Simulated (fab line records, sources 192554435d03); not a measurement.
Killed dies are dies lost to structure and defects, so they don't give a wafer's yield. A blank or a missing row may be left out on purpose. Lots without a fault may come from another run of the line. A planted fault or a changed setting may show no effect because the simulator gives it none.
Split-lot experiment | flow n5_finfet | 7 lots, 21 wafers read, on a route of 1938 steps

THE SPLIT
At N5_BEOL_M12_SPUTTER_44 (material Ta, target thk 10 nm, time 16.13 s), the setting time_s was moved away from the recipe's 16.13 s on 8 of the 21 wafers read, by -8.5% to +14.9%. The other wafers ran this setting at the recipe's value.

The reading is taken at the split's own step.

THE READING
Ta_of_BEOL_M12_SPUTTER_44.thk_nm (the simulator's own value, which no gauge read), in nm, at N5_BEOL_M12_SPUTTER_44 (material Ta, target thk 10 nm, time 16.13 s). The file gives no usual value for it. The 13 wafers here that ran the recipe average 9.9 nm, standard deviation 0.1 nm.

wafer  | tool, chamber at the split | time_s as run, s | against the recipe | Ta_of_BEOL_M12_SPUTTER_44.thk_nm, nm | against lot-mates on the recipe
L076.1 | pvd_sputter-02, -          | 16.13            | recipe             | 10                                   | -
L076.2 | pvd_sputter-02, -          | 16.13            | recipe             | 10                                   | -
L076.4 | pvd_sputter-02, -          | 16.13            | recipe             | 10                                   | -
L075.1 | pvd_sputter-03, -          | 14.98            | -7.1%              | 9.2                                  | -0.8
L075.3 | pvd_sputter-03, -          | 14.98            | -7.1%              | 9.2                                  | -0.8
L075.5 | pvd_sputter-03, -          | 16.13            | recipe             | 10                                   | -
L079.1 | pvd_sputter-02, -          | 16.13            | recipe             | 9.8                                  | -
L079.2 | pvd_sputter-02, -          | 16.13            | recipe             | 10                                   | -
L079.4 | pvd_sputter-02, -          | 15.52            | -3.8%              | 9.2                                  | -0.7
L084.4 | pvd_sputter-02, -          | 18.54            | +14.9%             | 11.4                                 | +1.6
L084.5 | pvd_sputter-02, -          | 18.54            | +14.9%             | 11.4                                 | +1.6
L084.6 | pvd_sputter-02, -          | 16.13            | recipe             | 9.8                                  | -
L088.1 | pvd_sputter-01, -          | 16.13            | recipe             | 9.8                                  | -
L088.2 | pvd_sputter-01, -          | 16.13            | recipe             | 9.8                                  | -
L088.4 | pvd_sputter-01, -          | 16.13            | recipe             | 9.8                                  | -
L094.1 | pvd_sputter-03, -          | 14.76            | -8.5%              | 9.2                                  | -0.6
L094.5 | pvd_sputter-03, -          | 16.13            | recipe             | 9.8                                  | -
L094.6 | pvd_sputter-03, -          | 14.76            | -8.5%              | 9                                    | -0.8
L096.1 | pvd_sputter-01, -          | 17.93            | +11.2%             | 11.2                                 | +1.2
L096.4 | pvd_sputter-01, -          | 16.13            | recipe             | 10                                   | -
L096.6 | pvd_sputter-01, -          | 16.13            | recipe             | 10                                   | -

THE FIT
A straight line over all 21 wafers: Ta_of_BEOL_M12_SPUTTER_44.thk_nm changes by +0.103 nm for each +1% of time_s; r = +0.98; the points scatter about the line by 0.12 nm.
The same after taking each lot's own level away (the mean of its wafers on the recipe; 21 wafers): +0.105 nm for each +1%; r = +0.99; scatter 0.11 nm.
On that fit, the largest move of time_s shifts the reading by 1.6 nm.
The lots' own levels span 9.80 to 10.00 nm, that is 2.0 times the standard deviation above.
So the lot-to-lot level changes the slope little: the two slopes agree.
Check: with one of the wafers moved furthest among these (+14.9%) left out of the fit, the line predicts +1.56 nm for it against its lot-mates. It came out at +1.6 nm against them.

OTHER SPLITS ON THESE WAFERS
These wafers also went through other splits before the reading. Each is held against what the fit with the lots' levels taken away leaves over:
other split on the same wafers | wafers away from the commonest value | r with Ta_of_BEOL_M12_SPUTTER_44.thk_nm (lot level and that fit taken away)
N5_BEOL_M11_PECVD_70 temp_c    | 5                                    | -0.14
N5_BEOL_M11_EXPOSE_08 dose_mj  | 6                                    | -0.20

THE FILE'S OWN FIT
Ta_of_BEOL_M12_SPUTTER_44.thk_nm changes by +0.106 nm for each +1% of time_s, r = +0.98.
